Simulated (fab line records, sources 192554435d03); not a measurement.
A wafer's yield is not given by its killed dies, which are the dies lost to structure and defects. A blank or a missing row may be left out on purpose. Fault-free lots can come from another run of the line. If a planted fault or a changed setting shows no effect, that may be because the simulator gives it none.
Split-lot trial -- flow n5_finfet -- on a route of 1938 steps: 7 lots, 39 wafers read

== SPLIT DETAILS ==
At N5_MOL_CONTACT_COAG_SPUTTER_130 (material Co, target thk 47.5 nm), the setting power_w was moved away from the recipe's 3000 W on 9 of the 39 wafers read, by +10.8% to +12.8%. This setting was run at the recipe's value on the other wafers.

The reading comes from the split's own step.

== THE READING ==
Co_of_MOL_CONTACT_COAG_SPUTTER_130.thk_nm (the simulator's own value, which no gauge read), in nm, at N5_MOL_CONTACT_COAG_SPUTTER_130 (material Co, target thk 47.5 nm). No usual value for it is given in the file. Here, 30 wafers ran the recipe; their average is 47.5 nm with a standard deviation of 0.78 nm.

wafer,"tool, chamber at the split","power_w as run, W",against the recipe,"Co_of_MOL_CONTACT_COAG_SPUTTER_130.thk_nm, nm",against lot-mates on the recipe
L077.1,"pvd_sputter-02, -",3366,+12.2%,53,+5.0
L077.2,"pvd_sputter-02, -",3000,recipe,48.6,-
L077.3,"pvd_sputter-02, -",3366,+12.2%,53.4,+5.4
L077.4,"pvd_sputter-02, -",3366,+12.2%,53.6,+5.6
L077.5,"pvd_sputter-02, -",3000,recipe,47.6,-
L077.6,"pvd_sputter-02, -",3000,recipe,47.8,-
L079.1,"pvd_sputter-01, -",3000,recipe,46.4,-
L079.2,"pvd_sputter-01, -",3000,recipe,45.8,-
L079.3,"pvd_sputter-01, -",3000,recipe,46.6,-
L079.4,"pvd_sputter-01, -",3000,recipe,46.2,-
L079.6,"pvd_sputter-01, -",3000,recipe,46.2,-
L079.5,"pvd_sputter-01, -",3000,recipe,46,-
L083.1,"pvd_sputter-01, -",3000,recipe,47.6,-
L083.5,"pvd_sputter-01, -",3000,recipe,47.6,-
L083.3,"pvd_sputter-01, -",3000,recipe,47.2,-
L087.1,"pvd_sputter-01, -",3000,recipe,47.4,-
L087.5,"pvd_sputter-01, -",3000,recipe,47.4,-
L087.2,"pvd_sputter-01, -",3000,recipe,48.2,-
L087.3,"pvd_sputter-01, -",3000,recipe,48.4,-
L087.4,"pvd_sputter-01, -",3000,recipe,47.6,-
L087.6,"pvd_sputter-01, -",3000,recipe,48,-
L089.1,"pvd_sputter-01, -",3384,+12.8%,53,+5.9
L089.6,"pvd_sputter-01, -",3384,+12.8%,53,+5.9
L089.2,"pvd_sputter-01, -",3000,recipe,47.4,-
L089.3,"pvd_sputter-01, -",3000,recipe,47,-
L089.5,"pvd_sputter-01, -",3000,recipe,47,-
L089.4,"pvd_sputter-01, -",3384,+12.8%,52.8,+5.7
L092.1,"pvd_sputter-02, -",3000,recipe,48,-
L092.5,"pvd_sputter-02, -",3000,recipe,48,-
L092.2,"pvd_sputter-02, -",3000,recipe,48.6,-
L092.3,"pvd_sputter-02, -",3000,recipe,48.2,-
L092.4,"pvd_sputter-02, -",3000,recipe,47.6,-
L092.6,"pvd_sputter-02, -",3000,recipe,48.8,-
L095.1,"pvd_sputter-01, -",3325,+10.8%,53.4,+5.7
L095.2,"pvd_sputter-01, -",3000,recipe,47.8,-
L095.3,"pvd_sputter-01, -",3325,+10.8%,52.8,+5.1
L095.4,"pvd_sputter-01, -",3325,+10.8%,52.4,+4.7
L095.5,"pvd_sputter-01, -",3000,recipe,48,-
L095.6,"pvd_sputter-01, -",3000,recipe,47.4,-

FIT RESULTS
A straight line over all 39 wafers: Co_of_MOL_CONTACT_COAG_SPUTTER_130.thk_nm changes by +0.464 nm for each +1% of power_w; r = +0.96; the points scatter about the line by 0.74 nm.
The same after taking each lot's own level away (the mean of its wafers on the recipe; 39 wafers): +0.453 nm for each +1%; r = +0.99; scatter 0.34 nm.
The reading moves by 5.8 nm for the largest change in power_w, on that fit.
The span of the lots' own levels, 46.20 to 48.20 nm, comes to 2.6 times the standard deviation stated above.
Consequently the slope shifts little with the lot-to-lot level, the two slopes agreeing.
Check: +5.79 nm against its lot-mates is what the line predicts for one of the wafers moved furthest among these (+12.8%) when that wafer is left out of the fit. Against them it came out at +5.87 nm.

== THESE WAFERS: OTHER SPLITS ==
Other splits were also applied to these wafers ahead of the reading. Each is held against what the fit with the lots' levels taken away leaves over:
other split on the same wafers,wafers away from the commonest value,r with Co_of_MOL_CONTACT_COAG_SPUTTER_130.thk_nm (lot level and that fit taken away)
N5_PMOS_HMC_CHANNEL_EPI_EPI_20 pressure_torr,18,-0.08
N5_FIN_SAQP_ETCH_34 source_w,9,+0.15
N5_DUMMY_GATE_ETCH_32 time_s,15,+0.09
N5_HKMG_FIN_ETCH_58 source_w,15,-0.27

== THE FILE'S OWN FIT ==
Co_of_MOL_CONTACT_COAG_SPUTTER_130.thk_nm changes by +0.453 nm for each +1% of power_w, r = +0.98.
